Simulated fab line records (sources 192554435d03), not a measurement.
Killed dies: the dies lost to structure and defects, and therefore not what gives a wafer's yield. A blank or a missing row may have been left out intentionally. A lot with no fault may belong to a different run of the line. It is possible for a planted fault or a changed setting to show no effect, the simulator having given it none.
Chamber matching -- flow n5-finfet -- rie-diel-04 running N5_BEOL_M10_ETCH_65: 4 sister chambers
The step etches SiARC in CF4, target depth 39 nm, time 65 s. 14 wafers are shown with their chamber, then 7 later ones without.

WAFERS PAIRED WITH THEIR CHAMBERS
wafer,chamber,drypump-motor-current-A (A),throttle-valve-pct (%),oes-product-au (a.u.)
L074.2,1,6.0,15.25,0.71
L074.3,0,5.4,15.53,0.72
L074.4,3,5.6,15.22,0.78
L083.1,1,6.0,15.28,0.70
L083.4,3,5.6,15.27,0.75
L083.5,3,5.6,15.27,0.75
L085.3,3,5.6,15.28,0.73
L085.5,2,5.9,15.80,0.67
L085.6,1,6.0,15.29,0.68
L086.1,0,5.4,15.58,0.70
L086.5,1,6.0,15.32,0.69
L086.6,2,5.9,15.81,0.66
L084.1,2,6.0,15.82,0.66
L084.2,1,6.0,15.31,0.68

SIGNATURES (means of the wafers above)
reading,chamber 0,chamber 1,chamber 2,chamber 3,scatter within a chamber
drypump-motor-current-A,5.400,6.000,5.933,5.600,0.0258
throttle-valve-pct,15.5550,15.2900,15.8100,15.2600,0.0258
oes-product-au,0.7100,0.6920,0.6633,0.7525,0.0149
Rule: a wafer's distance from a chamber is the root of the sum, over the readings, of the square of ((its reading less the chamber's mean) divided by the reading's scatter). The wafer belongs to the nearest chamber; if the next one is less than 2 further off, it can't be placed. The scatter: the root of (the sum of the squares of (reading less its chamber's mean) over the shown wafers, divided by (wafers less chambers)).

WAFERS WITHOUT THEIR CHAMBER
wafer,drypump-motor-current-A (A),throttle-valve-pct (%),oes-product-au (a.u.)
L084.6,5.4,15.58,0.69
L092.2,5.6,15.30,0.72
L092.4,6.0,15.33,0.67
L092.5,5.9,15.84,0.65
L096.1,5.9,15.86,0.64
L096.3,6.0,15.36,0.67
L096.6,6.0,15.33,0.67

CHAMBER TAKEN BY EACH
wafer,from the rows above,in truth
L084.6,0,0
L092.2,3,3
L092.4,1,1
L092.5,2,2
L096.1,2,2
L096.3,1,1
L096.6,1,1
Placed correctly: 7 of 7. Left unplaced by these rows: 0. Number placed wrongly: 0.
